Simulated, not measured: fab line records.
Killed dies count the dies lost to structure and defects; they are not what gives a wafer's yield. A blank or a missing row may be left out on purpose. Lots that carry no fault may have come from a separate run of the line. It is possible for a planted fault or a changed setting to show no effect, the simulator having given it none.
fab line records	flow nandHarc
record lots=24	wafers=72	lastDay=35
route steps=1302 shown A_SIN_REMOVE@951 A_WL_FILL@975 A_CONTACT@1000
lots that met no fault: taken from a fault-free run of the same line
startH: hours from the record's opening day to when the first of the lot's shown wafers began	waitH: hours since the lot's step before	" unchanged from the row above	L1.1+2: a row that stands for several wafers	- no value, or no start was given	* or withheld: withheld	< > ~ a bound
route shown NAME@n: NAME is a module with steps in the file, n the number in the route of the first one	usual: mean/standard deviation of fault-free wafers	same: alike in all rows	chamber/n: place in a boat	sites: per-site readings	_std_site: how widely they spread, as a standard deviation	_edge_site: the outer-site mean with the inner-site mean subtracted	radiusMm: how far each site lies from the wafer's centre	mask NAME#n: copy n	behind: tool/chamber where the wafer was last shaped	hold: why the lot went on hold/how many hours it stayed there/how the hold came to an end	device: whichever transistor did not switch (one of n, p or np)	end of line: at the end of the route, the tests of the same wafers	for a step that has no rows: nothing shown but its recipe	killed: the dies lost at the first sort to structure and to defects; this is not the yield of the wafer	map: a wafer's dies, marking killed ones x, the rest . and places with no die _
set.NAME: the run value of the setting; set.NAME@STEP: its run value at that earlier step	model.NAME: the simulator's own value behind a step, which no gauge read
a sample of lots followed through the steps of the route, with each step as a table and each wafer as a row
services: the hour from which a tool's chamber was out of use, counted from the record's first day as startH (under 0 if before that day), plus the number of hours and why
## steps
# step NHARC_A_SIN_REMOVE_INSPECT_04
# usual rawDefectCount=415/110
lot.wafer	tool	chamber	startH	waitH	rawDefectCount
L074.2	defectInspect-01	-	476.71	0.0	459
L074.5	"	-	"	"	470
L074.6	"	-	"	"	411
L075.3	defectInspect-02	-	476.71	0.0	378
L075.4	"	-	"	"	390
L075.6	"	-	"	"	344
L077.1	defectInspect-01	-	484.79	0.0	339
L077.2	"	-	"	"	381
L077.3	"	-	"	"	406
L076.2	defectInspect-02	-	484.79	0.0	650
L076.4	"	-	"	"	372
L076.5	"	-	"	"	350
L078.1	defectInspect-01	-	493.17	0.0	471
L078.2	"	-	"	"	500
L078.3	"	-	"	"	440
L081.1	defectInspect-01	-	525.43	0.0	564
L081.4	"	-	"	"	466
L081.5	"	-	"	"	600
L080.1	defectInspect-02	-	529.24	0.0	384
L080.2	"	-	"	"	438
L080.5	"	-	"	"	504
L079.2	defectInspect-01	-	535.03	0.0	688
L079.4	"	-	"	"	530
L079.5	"	-	"	"	539
L083.2	defectInspect-02	-	556.94	0.0	340
L083.5	"	-	"	"	342
L083.6	"	-	"	"	250
L082.1	defectInspect-02	-	559.10	0.0	379
L082.2	"	-	"	"	354
L082.6	"	-	"	"	448
L085.3	defectInspect-02	-	561.64	0.0	323
L085.5	"	-	"	"	301
L085.6	"	-	"	"	435
L084.2	defectInspect-01	-	561.64	0.0	649
L084.4	"	-	"	"	416
L084.6	"	-	"	"	411
L086.2	defectInspect-02	-	578.10	0.0	253
L086.3	"	-	"	"	391
L086.5	"	-	"	"	203
L087.2	defectInspect-02	-	604.14	0.0	370
L087.3	"	-	"	"	367
L087.5	"	-	"	"	384
L089.1	defectInspect-01	-	604.15	0.0	402
L089.5	"	-	"	"	528
L089.6	"	-	"	"	497
L088.1	defectInspect-02	-	607.95	0.0	450
L088.2	"	-	"	"	336
L088.4	"	-	"	"	276
L090.2	defectInspect-01	-	618.38	0.0	455
L090.3	"	-	"	"	706
L090.6	"	-	"	"	453
L091.1	defectInspect-01	-	637.33	0.0	320
L091.4	"	-	"	"	318
L091.5	"	-	"	"	370
L094.2	defectInspect-02	-	655.23	0.0	439
L094.4	"	-	"	"	457
L094.5	"	-	"	"	366
L092.1	defectInspect-01	-	655.23	0.0	410
L092.3	"	-	"	"	499
L092.5	"	-	"	"	440
L093.3	defectInspect-01	-	659.01	0.0	559
L093.5	"	-	"	"	564
L093.6	"	-	"	"	573
L096.2	defectInspect-01	-	686.42	0.0	278
L096.3	"	-	"	"	321
L096.5	"	-	"	"	310
L095.3	defectInspect-02	-	690.21	0.0	194
L095.5	"	-	"	"	333
L095.6	"	-	"	"	290
L097.2	defectInspect-01	-	698.41	0.0	437
L097.3	"	-	"	"	474
L097.4	"	-	"	"	426
# step NHARC_A_WL_FILL_ALD_19
# recipe targetThkA=20	pulseTimeS=3	aldCycles=100	tempC=450	material=TiN
# usual heaterPowerW=1022/110	precursorPulseHeightRel=0.997/0.021
lot.wafer	tool	chamber	startH	waitH	heaterPowerW	precursorPulseHeightRel
L075.3	aldMetal-03	2	494.05	0.1	1023	1.001
L075.4	"	3	"	"	844	1.001
L075.6	"	1	"	"	972	1.030
L074.2	aldMetal-01	2	494.05	0.1	1128	1.051
L074.6	"	0	"	"	1015	0.998
L074.5	"	1	"	"	1160	1.008
L077.1	aldMetal-03	1	503.99	0.1	976	0.994
L077.3	"	2	"	"	1071	0.985
L077.2	"	0	"	"	1255	0.979
L076.2	aldMetal-01	1	504.00	0.1	1104	0.997
L076.4	"	3	"	"	952	1.008
L076.5	"	2	"	"	1103	0.971
L078.2	aldMetal-02	3	512.19	0.1	1029	0.955
L078.1	"	0	"	"	886	0.993
L078.3	"	2	"	"	936	1.008
L081.1	aldMetal-02	0	542.90	0.1	887	1.006
L081.4	"	3	"	"	1014	1.025
L081.5	"	1	"	"	1121	0.990
L080.2	aldMetal-03	3	546.54	0.1	877	1.031
L080.1	"	2	"	"	1037	0.994
L080.5	"	0	"	"	1206	1.013
L079.4	aldMetal-03	3	552.54	0.1	883	1.022
L079.2	"	0	"	"	1223	0.965
L079.5	"	1	"	"	964	0.988
L083.2	aldMetal-01	0	574.39	0.1	1027	0.998
L083.6	"	0	"	"	1004	0.988
L083.5	"	1	"	"	1186	0.991
L082.2	aldMetal-02	0	574.41	0.1	903	0.975
L082.1	"	2	"	"	949	0.970
L082.6	"	3	"	"	1038	1.028
L084.2	aldMetal-01	0	581.37	0.1	997	1.018
L084.4	"	1	"	"	1200	0.988
L084.6	"	3	"	"	995	0.988
L085.3	aldMetal-03	2	584.37	0.1	1015	0.975
L085.6	"	0	"	"	1194	1.003
L085.5	"	1	"	"	970	0.952
L086.3	aldMetal-03	1	596.35	0.1	976	1.004
L086.2	"	2	"	"	1039	0.990
L086.5	"	3	"	"	822	0.994
L087.2	aldMetal-03	1	626.39	0.1	948	0.974
L087.3	"	3	"	"	831	0.994
L087.5	"	2	"	"	1035	0.972
L088.2	aldMetal-02	2	626.39	0.1	908	0.993
L088.4	"	3	"	"	1008	0.990
L088.1	"	1	"	"	1116	1.008
L089.1	aldMetal-01	3	629.51	0.2	995	0.984
L089.5	"	0	"	"	995	0.978
L089.6	"	1	"	"	1194	0.973
L090.2	aldMetal-03	2	639.49	0.1	1017	0.937
L090.3	"	3	"	"	815	0.995
L090.6	"	3	"	"	852	0.977
L091.1	aldMetal-01	0	654.91	0.1	1015	1.011
L091.4	"	1	"	"	1153	1.012
L091.5	"	3	"	"	985	1.026
L092.3	aldMetal-01	2	672.61	0.1	1088	0.993
L092.1	"	3	"	"	996	0.992
L092.5	"	2	"	"	1093	0.991
L094.2	aldMetal-02	2	672.62	0.1	911	0.977
L094.4	"	3	"	"	1042	1.017
L094.5	"	1	"	"	1091	1.040
L093.3	aldMetal-02	1	678.70	0.2	1121	0.999
L093.5	"	2	"	"	922	0.990
L093.6	"	3	"	"	1030	0.992
L096.3	aldMetal-03	2	703.93	0.1	1046	1.019
L096.2	"	0	"	"	1190	1.016
L096.5	"	2	"	"	1036	1.042
L095.3	aldMetal-03	1	709.50	0.2	958	1.006
L095.5	"	2	"	"	1020	0.995
L095.6	"	3	"	"	808	1.048
L097.4	aldMetal-03	3	717.45	0.1	813	0.990
L097.3	"	1	"	"	979	1.015
L097.2	"	2	"	"	1040	1.000
# step NHARC_A_CONTACT_DESCUM_47
# recipe timeS=3	o2FlowSccm=200	arFlowSccm=0	biasPowerW=0	chemistry=O2
# usual drypumpMotorCurrentA=5.5/0.48	oesProductAu=1.001/0.011	rfVppV=57.6/0.93	showerheadPlenumPTorr=1.89/0.11	throttleValvePct=11.310/0.0091
lot.wafer	tool	chamber	startH	waitH	drypumpMotorCurrentA	oesProductAu	rfHoursCounterH	rfVppV	showerheadPlenumPTorr	throttleValvePct
L075.3	rieDiel-05	0	500.80	0.1	6.0	1.007	33	56.5	1.80	11.320
L075.4	"	2	"	"	5.7	0.993	28	57.0	1.77	11.302
L075.6	"	3	"	"	5.3	0.979	-	57.0	1.95	11.300
L074.2	rieDiel-04	3	500.99	0.1	6.6	0.984	48	56.4	2.06	11.325
L074.6	"	1	"	"	5.6	1.013	-	56.2	1.85	11.313
L074.5	"	2	"	"	5.2	1.008	-	56.4	1.94	11.316
L077.2	rieDiel-09	1	510.66	0.1	6.0	0.996	0	57.2	1.78	11.321
L077.3	"	2	"	"	4.7	1.008	0	58.3	1.80	11.306
L077.1	"	0	"	"	5.2	0.996	0	58.5	1.87	11.319
L076.2	rieDiel-05	3	512.37	0.1	5.3	0.995	34	56.9	1.95	11.316
L076.4	"	2	"	"	5.7	1.018	30	59.0	1.77	11.299
L076.5	"	0	"	"	6.0	1.002	-	58.3	1.80	11.312
L078.2	rieDiel-09	3	522.20	0.1	5.5	0.994	2	57.0	2.08	11.315
L078.1	"	0	"	"	5.2	1.019	2	57.3	1.87	11.306
L078.3	"	1	"	"	6.0	1.005	2	57.8	1.78	11.298
L081.1	rieDiel-05	1	549.43	0.1	4.9	0.994	49	58.6	1.94	11.325
L081.4	"	2	"	"	5.7	1.015	50	57.3	1.76	11.319
L081.5	"	0	"	"	6.0	0.997	-	56.9	1.79	11.302
L080.2	rieDiel-09	1	553.17	0.1	6.0	0.994	8	56.5	1.78	11.307
L080.1	"	2	"	"	4.7	1.013	8	55.7	1.80	11.309
L080.5	"	1	"	"	6.0	0.981	-	58.3	1.78	11.304
L079.4	rieDiel-04	2	559.44	0.1	5.2	1.009	4	57.4	1.93	11.312
L079.2	"	1	"	"	5.6	1.018	4	57.3	1.85	11.321
L079.5	"	2	"	"	5.2	1.008	-	57.4	1.93	11.317
L083.2	rieDiel-09	2	581.06	0.1	4.7	1.017	12	57.6	1.79	11.325
L083.6	"	0	"	"	5.2	1.002	-	58.6	1.86	11.307
L083.5	"	1	"	"	6.0	0.995	-	57.7	1.78	11.312
L082.1	rieDiel-04	0	581.21	0.1	5.5	1.007	10	57.1	1.86	11.314
L082.2	"	2	"	"	5.2	1.021	13	57.3	1.93	11.319
L082.6	"	0	"	"	5.5	0.996	-	56.9	1.86	11.292
L084.2	rieDiel-09	3	587.93	0.1	5.6	0.987	13	58.3	2.07	11.297
L084.4	"	1	"	"	6.0	0.998	14	56.7	1.78	11.317
L084.6	"	3	"	"	5.5	0.988	-	57.6	2.07	11.328
L085.3	rieDiel-09	0	590.99	0.1	5.2	0.993	15	55.7	1.86	11.302
L085.6	"	2	"	"	4.7	1.019	-	57.4	1.79	11.302
L085.5	"	3	"	"	5.6	0.987	-	57.5	2.07	11.289
L086.3	rieDiel-05	2	603.98	0.1	5.7	1.003	4	57.5	2.08	11.310
L086.2	"	0	"	"	6.0	0.991	3	58.3	1.79	11.309
L086.5	"	1	"	"	4.9	0.999	-	59.0	1.94	11.307
L088.1	rieDiel-09	0	633.02	0.1	5.2	1.010	22	57.7	1.86	11.301
L088.2	"	2	"	"	4.6	1.019	22	57.3	1.79	11.304
L088.4	"	3	"	"	5.5	0.995	22	58.3	2.07	11.313
L087.2	rieDiel-04	1	633.18	0.1	5.6	1.002	25	57.0	1.84	11.307
L087.3	"	3	"	"	6.6	0.994	31	58.6	2.05	11.328
L087.5	"	0	"	"	5.5	0.996	-	57.9	1.85	11.315
L089.1	rieDiel-09	3	637.40	0.1	5.6	0.985	22	58.9	2.07	11.300
L089.6	"	3	"	"	5.6	0.989	-	59.4	2.07	11.301
L089.5	"	0	"	"	5.2	1.018	-	56.5	1.86	11.316
L090.2	rieDiel-09	1	648.99	0.1	6.0	0.999	25	57.5	1.77	11.311
L090.3	"	2	"	"	4.7	1.013	25	57.3	1.79	11.312
L090.6	"	1	"	"	6.0	1.003	-	56.8	1.77	11.308
L091.1	rieDiel-09	0	661.77	0.1	5.2	1.014	29	56.5	1.86	11.332
L091.4	"	1	"	"	6.0	1.001	29	58.0	1.77	11.310
L091.5	"	3	"	"	5.5	0.997	-	58.2	2.07	11.317
L094.4	rieDiel-05	1	679.98	0.1	4.9	0.979	31	58.1	1.93	11.309
L094.2	"	2	"	"	5.7	1.016	31	60.0	2.07	11.318
L094.5	"	2	"	"	5.7	1.014	-	57.6	2.07	11.302
L092.1	rieDiel-05	3	681.58	0.1	5.3	0.999	23	58.1	1.94	11.319
L092.3	"	0	"	"	6.0	0.982	28	56.9	1.78	11.300
L092.5	"	3	"	"	5.2	1.000	-	56.8	1.94	11.309
L093.3	rieDiel-05	2	687.79	0.1	5.7	1.010	34	58.3	2.06	11.308
L093.5	"	3	"	"	5.2	1.002	-	58.0	1.93	11.313
L093.6	"	0	"	"	5.9	0.997	-	56.9	1.78	11.301
L096.2	rieDiel-09	1	710.52	0.1	6.0	1.011	3	56.8	1.77	11.323
L096.3	"	3	"	"	5.6	0.990	3	58.8	2.07	11.319
L096.5	"	1	"	"	6.0	0.994	-	57.8	1.77	11.311
L095.3	rieDiel-05	0	716.09	0.1	6.0	0.982	42	57.3	1.78	11.308
L095.6	"	2	"	"	5.7	1.000	-	59.0	2.06	11.316
L095.5	"	3	"	"	5.2	0.984	-	56.5	1.93	11.298
L097.3	rieDiel-05	1	724.46	0.1	4.9	0.992	50	57.8	1.92	11.320
L097.4	"	3	"	"	5.3	0.997	38	57.0	1.93	11.312
L097.2	"	0	"	"	6.0	0.991	45	56.4	1.78	11.306
# step NHARC_A_CONTACT_ETCH_51
# recipe targetDepthA=70000	overEtchFrac=0.3	timeS=1820	ionEnergyEv=150	o2FlowSccm=400	cosFlowSccm=20	arFlowSccm=0	rfW=500	biasW=300	chemistry=O2/COS
# usual drypumpMotorCurrentA=5.5/0.49	oesProductAu=1.001/0.013	rfVppV=313.7/2.5	showerheadPlenumPTorr=3.09/0.16	throttleValvePct=28.329/0.009
# same overEtchFrac=0.3
lot.wafer	tool	chamber	startH	waitH	drypumpMotorCurrentA	oesProductAu	rfHoursCounterH	rfVppV	showerheadPlenumPTorr	throttleValvePct
L075.3	rieDiel-05	1	-	-	4.9	0.980	30	316.2	3.18	28.340
L075.4	"	2	"	"	5.7	1.010	28	310.4	2.90	28.333
L075.6	"	1	"	"	4.9	0.974	-	313.3	3.18	28.336
L074.2	rieDiel-04	1	-	-	5.6	1.019	46	313.1	3.03	28.323
L074.6	"	0	"	"	5.5	0.984	-	313.0	3.05	28.307
L074.5	"	1	"	"	5.6	1.001	-	312.6	3.03	28.336
L077.2	rieDiel-09	2	-	-	4.6	1.021	1	311.3	2.94	28.318
L077.3	"	3	"	"	5.6	0.986	1	317.7	3.37	28.334
L077.1	"	0	"	"	5.2	1.009	1	314.3	3.05	28.338
L076.2	rieDiel-05	2	-	-	5.7	1.003	31	311.6	2.90	28.311
L076.4	"	0	"	"	6.0	1.000	36	311.6	2.94	28.335
L076.5	"	2	"	"	5.7	0.994	-	310.9	2.90	28.327
L078.2	rieDiel-09	0	-	-	5.2	1.012	3	313.4	3.05	28.328
L078.3	"	1	"	"	6.0	1.002	3	312.8	2.92	28.321
L078.1	"	2	"	"	4.7	1.016	3	311.6	2.94	28.325
L081.1	rieDiel-05	0	-	-	6.0	1.004	50	312.8	2.94	28.339
L081.4	"	2	"	"	5.7	1.011	51	309.8	2.89	28.339
L081.5	"	0	"	"	6.0	1.002	-	313.0	2.94	28.326
L080.2	rieDiel-09	0	-	-	5.2	1.016	8	313.2	3.05	28.319
L080.1	"	1	"	"	6.0	0.984	8	311.3	2.91	28.323
L080.5	"	3	"	"	5.6	0.991	-	318.4	3.37	28.335
L079.4	rieDiel-04	0	-	-	5.5	0.997	5	313.3	3.04	28.334
L079.2	"	1	"	"	5.6	1.013	4	312.3	3.02	28.320
L079.5	"	3	"	"	6.6	0.995	-	317.2	3.34	28.335
L082.2	rieDiel-04	3	-	-	6.6	0.986	14	317.4	3.34	28.321
L082.1	"	2	"	"	5.2	1.020	14	315.4	3.15	28.341
L082.6	"	3	"	"	6.6	0.986	-	317.3	3.34	28.321
L083.2	rieDiel-09	0	-	-	5.2	1.015	13	313.7	3.04	28.328
L083.5	"	1	"	"	6.0	0.994	-	310.4	2.91	28.335
L083.6	"	2	"	"	4.7	1.013	-	311.2	2.94	28.319
L084.2	rieDiel-09	1	-	-	6.0	0.994	15	310.9	2.91	28.331
L084.4	"	3	"	"	5.6	0.983	14	318.4	3.37	28.348
L084.6	"	1	"	"	6.0	0.996	-	310.1	2.91	28.324
L085.3	rieDiel-09	2	-	-	4.7	1.013	15	312.3	2.94	28.340
L085.5	"	2	"	"	4.7	1.004	-	311.4	2.94	28.321
L085.6	"	3	"	"	5.6	0.988	-	318.6	3.37	28.325
L086.3	rieDiel-05	1	-	-	4.9	0.986	4	314.3	3.16	28.326
L086.2	"	2	"	"	5.7	1.003	4	319.7	3.37	28.336
L086.5	"	3	"	"	5.3	0.999	-	314.9	3.17	28.317
L088.2	rieDiel-09	0	-	-	5.2	1.016	22	312.9	3.04	28.326
L088.1	"	2	"	"	4.7	1.021	22	312.3	2.93	28.323
L088.4	"	3	"	"	5.5	0.990	22	316.8	3.36	28.328
L087.3	rieDiel-04	0	-	-	5.5	0.993	28	313.3	3.03	28.354
L087.2	"	2	"	"	5.2	1.018	24	313.8	3.14	28.326
L087.5	"	0	"	"	5.5	0.992	-	313.5	3.03	28.345
L089.1	rieDiel-09	3	-	-	5.6	0.999	23	317.0	3.36	28.319
L089.6	"	2	"	"	4.7	1.023	-	310.4	2.93	28.328
L089.5	"	3	"	"	5.6	0.988	-	317.1	3.36	28.320
L090.3	rieDiel-09	2	-	-	4.7	1.017	26	311.1	2.93	28.295
L090.2	"	1	"	"	6.1	0.998	26	312.4	2.91	28.325
L090.6	"	1	"	"	6.1	1.011	-	310.5	2.91	28.331
L091.1	rieDiel-09	0	-	-	5.2	1.006	29	313.6	3.04	28.334
L091.4	"	2	"	"	4.7	1.018	29	311.1	2.93	28.327
L091.5	"	1	"	"	6.0	0.995	-	310.3	2.90	28.326
L094.2	rieDiel-05	1	-	-	5.0	0.977	31	314.6	3.15	28.326
L094.4	"	2	"	"	5.7	1.007	31	317.8	3.36	28.330
L094.5	"	0	"	"	6.0	0.986	-	310.3	2.92	28.322
L092.3	rieDiel-05	2	-	-	5.7	0.999	32	317.3	3.36	28.321
L092.1	"	3	"	"	5.3	1.001	24	314.7	3.16	28.324
L092.5	"	1	"	"	4.9	1.000	-	314.4	3.15	28.329
L093.3	rieDiel-05	3	-	-	5.3	0.999	26	314.5	3.15	28.326
L093.5	"	0	"	"	6.0	0.979	-	310.0	2.92	28.337
L093.6	"	1	"	"	4.9	0.987	-	313.1	3.15	28.347
L096.2	rieDiel-09	1	-	-	6.0	1.027	3	311.9	2.90	28.339
L096.3	"	2	"	"	4.7	1.022	3	311.9	2.93	28.318
L096.5	"	1	"	"	6.0	1.019	-	310.8	2.90	28.338
L095.3	rieDiel-05	0	-	-	6.0	0.989	43	312.1	2.92	28.345
L095.6	"	1	"	"	4.9	1.000	-	315.3	3.14	28.337
L095.5	"	2	"	"	5.7	1.005	-	315.7	3.35	28.328
L097.3	rieDiel-05	2	-	-	5.7	1.017	48	317.9	3.35	28.343
L097.2	"	3	"	"	5.3	0.995	39	315.3	3.15	28.337
L097.4	"	0	"	"	6.0	0.988	46	310.3	2.91	28.331
# step NHARC_A_CONTACT_ETCH_121
# recipe sourceW=withheld	pressureMtorr=20	biasV=3000	timeS=190	targetDepthA=18500	arFlowSccm=withheld	c4f8FlowSccm=withheld	o2FlowSccm=withheld	chemistry=C4F8/O2/Ar
lot.wafer	tool	chamber	startH	waitH	rfHoursCounterH
L075.4	harCapEtch-02	0	504.48	0.1	-
L075.3	"	1	"	"	-
L075.6	"	1	"	"	-
L074.2	harCapEtch-03	0	504.82	0.1	42
L074.5	"	1	"	"	-
L074.6	"	0	"	"	-
L077.1	harCapEtch-02	1	514.21	0.1	89
L077.2	"	0	"	"	89
L077.3	"	1	"	"	-
L076.2	harCapEtch-03	0	515.94	0.1	45
L076.4	"	0	"	"	-
L076.5	"	0	"	"	-
L078.1	harCapEtch-03	1	525.95	0.1	47
L078.2	"	0	"	"	47
L078.3	"	0	"	"	-
L081.1	harCapEtch-01	1	553.59	0.2	8
L081.4	"	1	"	"	-
L081.5	"	0	"	"	-
L080.1	harCapEtch-03	0	556.72	0.1	52
L080.2	"	1	"	"	52
L080.5	"	0	"	"	-
L079.2	harCapEtch-02	1	563.00	0.1	97
L079.4	"	1	"	"	-
L079.5	"	1	"	"	-
L082.1	harCapEtch-03	1	584.77	0.1	57
L082.2	"	0	"	"	57
L082.6	"	1	"	"	-
L083.2	harCapEtch-01	1	585.22	0.2	14
L083.5	"	0	"	"	-
L083.6	"	1	"	"	-
L084.2	harCapEtch-02	1	591.62	0.1	102
L084.4	"	0	"	"	-
L084.6	"	1	"	"	-
L085.3	harCapEtch-03	0	594.62	0.1	-
L085.6	"	1	"	"	-
L085.5	"	0	"	"	-
L086.2	harCapEtch-02	0	607.69	0.1	106
L086.3	"	0	"	"	-
L086.5	"	1	"	"	-
L088.2	harCapEtch-02	1	636.58	0.1	110
L088.1	"	0	"	"	110
L088.4	"	0	"	"	-
L087.2	harCapEtch-01	0	637.37	0.2	23
L087.3	"	1	"	"	-
L087.5	"	1	"	"	-
L089.1	harCapEtch-03	1	641.00	0.1	68
L089.5	"	0	"	"	-
L089.6	"	1	"	"	-
L090.2	harCapEtch-03	1	652.92	0.1	70
L090.3	"	1	"	"	-
L090.6	"	1	"	"	-
L091.1	harCapEtch-01	0	665.34	0.1	28
L091.4	"	0	"	"	-
L091.5	"	1	"	"	-
L094.2	harCapEtch-01	1	683.55	0.1	31
L094.4	"	1	"	"	-
L094.5	"	1	"	"	-
L092.1	harCapEtch-02	0	685.15	0.1	119
L092.3	"	0	"	"	-
L092.5	"	0	"	"	-
L093.3	harCapEtch-01	0	691.41	0.1	-
L093.5	"	1	"	"	-
L093.6	"	0	"	"	-
L096.2	harCapEtch-03	1	714.09	0.1	81
L096.3	"	1	"	"	-
L096.5	"	0	"	"	-
L095.3	harCapEtch-02	0	720.35	0.1	-
L095.6	"	0	"	"	-
L095.5	"	1	"	"	-
L097.2	harCapEtch-02	0	728.07	0.1	127
L097.4	"	1	"	"	-
L097.3	"	0	"	"	-
# step NHARC_A_CONTACT_ETCH_122
# recipe sourceW=withheld	pressureMtorr=20	biasV=3000	timeS=190	targetDepthA=18500	arFlowSccm=withheld	c4f8FlowSccm=withheld	o2FlowSccm=withheld	chemistry=C4F8/O2/Ar
lot.wafer	tool	chamber	startH	waitH	rfHoursCounterH
L075.4	harCapEtch-02	0	504.65	0.1	-
L075.3	"	1	"	"	-
L075.6	"	1	"	"	-
L074.2	harCapEtch-03	0	505.00	0.1	43
L074.5	"	1	"	"	-
L074.6	"	0	"	"	-
L077.1	harCapEtch-02	1	514.38	0.1	89
L077.2	"	0	"	"	89
L077.3	"	1	"	"	-
L076.2	harCapEtch-03	0	516.10	0.1	45
L076.4	"	0	"	"	-
L076.5	"	0	"	"	-
L078.1	harCapEtch-03	1	526.12	0.1	47
L078.2	"	0	"	"	47
L078.3	"	0	"	"	-
L081.1	harCapEtch-01	1	553.82	0.2	8
L081.4	"	1	"	"	-
L081.5	"	0	"	"	-
L080.1	harCapEtch-03	0	556.89	0.1	52
L080.2	"	1	"	"	52
L080.5	"	0	"	"	-
L079.2	harCapEtch-02	1	563.17	0.1	97
L079.4	"	1	"	"	-
L079.5	"	1	"	"	-
L082.1	harCapEtch-03	1	584.94	0.1	58
L082.2	"	0	"	"	58
L082.6	"	1	"	"	-
L083.2	harCapEtch-01	1	585.45	0.2	14
L083.5	"	0	"	"	-
L083.6	"	1	"	"	-
L084.2	harCapEtch-02	1	591.79	0.1	102
L084.4	"	0	"	"	-
L084.6	"	1	"	"	-
L085.3	harCapEtch-03	0	594.80	0.1	-
L085.6	"	1	"	"	-
L085.5	"	0	"	"	-
L086.2	harCapEtch-02	0	607.85	0.1	106
L086.3	"	0	"	"	-
L086.5	"	1	"	"	-
L088.2	harCapEtch-02	1	636.75	0.1	110
L088.1	"	0	"	"	110
L088.4	"	0	"	"	-
L087.2	harCapEtch-01	0	637.59	0.2	23
L087.3	"	1	"	"	-
L087.5	"	1	"	"	-
L089.1	harCapEtch-03	1	641.17	0.1	68
L089.5	"	0	"	"	-
L089.6	"	1	"	"	-
L090.2	harCapEtch-03	1	653.09	0.1	70
L090.3	"	1	"	"	-
L090.6	"	1	"	"	-
L091.1	harCapEtch-01	0	665.51	0.1	29
L091.4	"	0	"	"	-
L091.5	"	1	"	"	-
L094.2	harCapEtch-01	1	683.72	0.1	31
L094.4	"	1	"	"	-
L094.5	"	1	"	"	-
L092.1	harCapEtch-02	0	685.32	0.1	119
L092.3	"	0	"	"	-
L092.5	"	0	"	"	-
L093.3	harCapEtch-01	0	691.57	0.1	-
L093.5	"	1	"	"	-
L093.6	"	0	"	"	-
L096.2	harCapEtch-03	1	714.26	0.1	81
L096.3	"	1	"	"	-
L096.5	"	0	"	"	-
L095.3	harCapEtch-02	0	720.52	0.1	-
L095.6	"	0	"	"	-
L095.5	"	1	"	"	-
L097.2	harCapEtch-02	0	728.24	0.1	127
L097.4	"	1	"	"	-
L097.3	"	0	"	"	-
## services
tool	chamber	startH	hours	kind
aldMetal-03	2	470.50	14.7	repair
harCapEtch-03	-	476.75	1.1	repair
harCapEtch-01	-	497.00	17.0	pm
rieDiel-09	-	497.10	9.0	pm
aldMetal-01	-	526.00	10.0	pm
rieDiel-04	-	533.38	9.0	pm
rieDiel-05	0	541.14	4.4	repair
aldMetal-03	-	568.00	10.0	pm
rieDiel-05	0	571.25	7.7	repair
rieDiel-05	-	584.74	9.0	pm
rieDiel-04	2	591.69	4.0	repair
rieDiel-04	2	620.67	3.5	repair
rieDiel-05	3	621.63	9.3	repair
aldMetal-01	-	639.45	2.4	repair
rieDiel-04	1	656.79	14.2	repair
aldMetal-03	1	659.10	21.8	repair
rieDiel-09	-	674.10	9.0	pm
aldMetal-03	-	687.83	0.4	repair
aldMetal-01	-	704.00	10.0	pm
rieDiel-04	-	710.38	9.0	pm
rieDiel-09	1	713.42	9.6	repair
aldMetal-01	-	717.33	0.6	repair
aldMetal-03	3	720.68	2.1	repair
rieDiel-04	1	727.41	11.2	repair
## key
fault none
